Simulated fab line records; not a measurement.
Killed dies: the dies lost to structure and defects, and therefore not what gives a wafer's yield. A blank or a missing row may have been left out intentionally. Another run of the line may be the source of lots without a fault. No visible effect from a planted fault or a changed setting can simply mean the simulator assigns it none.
What tool caused it?    flow n5Finfet    36 wafers from 12 lots sampled at 4 of the route's 1938 steps

WHAT EACH GAUGE READ, for each wafer
N5_FIN_SAQP_CD_MEAS_27: the cd target is 20 nm.
lot   measured     on        cdNm (nm)
L075  day 2 05:55  cdSem-01  20.35 20.31 20.36
L077  day 2 17:20  cdSem-01  20.41 20.36 20.43
L079  day 3 07:31  cdSem-02  19.99 19.93 20.44
L081  day 3 18:48  cdSem-03  20.45 20.70 20.08
L083  day 4 06:24  cdSem-03  20.46 20.03 20.61
L085  day 4 17:56  cdSem-02  20.40 20.33 20.49
L087  day 5 07:19  cdSem-02  20.57 20.34 20.12
L089  day 5 19:50  cdSem-01  20.18 20.23 20.06
L091  day 6 06:02  cdSem-02  20.35 20.52 20.46
L093  day 6 19:12  cdSem-03  20.49 20.09 20.24
L095  day 7 07:25  cdSem-01  20.52 20.52 20.60
L097  day 7 18:30  cdSem-03  20.31 19.95 20.06

WHAT TOOL EACH LOT RAN ON (gives the tool, then ch and the chambers of the sampled wafers, and finally the start)
lot   N5_FIN_SAQP_ETCH_52               N5_FIN_SAQP_MANDREL_ETCH_22     N5_FIN_SAQP_RECESS_75
L075  rieDiel-04 ch 0,2, day 2 03:59    rieSi-02 ch 0,1, day 2 04:11    vaporEtch-01 ch 1, day 2 04:37
L077  rieDiel-03 ch 1,2,3, day 2 15:23  rieSi-02 ch 0,1,3, day 2 15:35  vaporEtch-02 ch 0,1, day 2 16:00
L079  rieDiel-06 ch 2,3, day 3 04:06    rieSi-02 ch 0,2,3, day 3 04:17  vaporEtch-02 ch 1, day 3 04:46
L081  rieDiel-03 ch 1,2,3, day 3 16:53  rieSi-02 ch 0,1,2, day 3 17:05  vaporEtch-01 ch 0,1, day 3 17:30
L083  rieDiel-06 ch 1,2,3, day 4 04:04  rieSi-02 ch 0,1, day 4 04:16    vaporEtch-02 ch 1, day 4 04:52
L085  rieDiel-06 ch 1,2, day 4 15:38    rieSi-03 ch 1,2, day 4 15:50    vaporEtch-02 ch 1, day 4 16:16
L087  rieDiel-06 ch 1,2,3, day 5 04:29  rieSi-02 ch 0,1,3, day 5 04:40  vaporEtch-01 ch 0,1, day 5 05:16
L089  rieDiel-04 ch 1,3, day 5 17:00    rieSi-03 ch 0,1,3, day 5 17:11  vaporEtch-02 ch 1, day 5 18:17
L091  rieDiel-06 ch 0,1, day 6 03:45    rieSi-02 ch 0,2,3, day 6 03:57  vaporEtch-02 ch 1, day 6 04:29
L093  rieDiel-04 ch 0,1,3, day 6 16:37  rieSi-04 ch 1,3, day 6 16:49    vaporEtch-02 ch 1, day 6 17:14
L095  rieDiel-06 ch 0,2, day 7 05:02    rieSi-04 ch 1,2,3, day 7 05:14  vaporEtch-01 ch 0,1, day 7 05:54
L097  rieDiel-03 ch 1,3, day 7 16:01    rieSi-04 ch 0,1,2, day 7 16:13  vaporEtch-01 ch 0,1, day 7 16:40
- N5_FIN_SAQP_ETCH_52: etches SOC in N2/H2, target depth 100 nm, overetch 20 nm, time 150 s.
- N5_FIN_SAQP_MANDREL_ETCH_22: etches a-Si in HBr/Cl2, stops on SiNx, target depth 60 nm, bt time 10 s, time 30 s.
- N5_FIN_SAQP_RECESS_75: chemistry HF/NH3, target SiO2, target depth 14.4 nm, afs cycles 3, sublimation time 60 s.

THE ANSWER, worked out from the rows above alone
Rule: the usual values come from the lots themselves. The widest of any qualifying gaps counts: lots, ordered by their means at a reading, are off when they make up no more than a third of the lots, leave a main group of 4 or more, and stand apart from it by 3 or more times the standard deviation of that group's means. A main group whose means are all the same, to the digits that the tables above print for the reading, isn't used. Also off: a lot with no number at a reading for which 4 or more lots have one. All remaining lots with rows at the step are treated as sound.
No lot is off on any of the readings shown, so nothing can be concluded from this.

WHAT THE SIMULATOR HAD PUT IN
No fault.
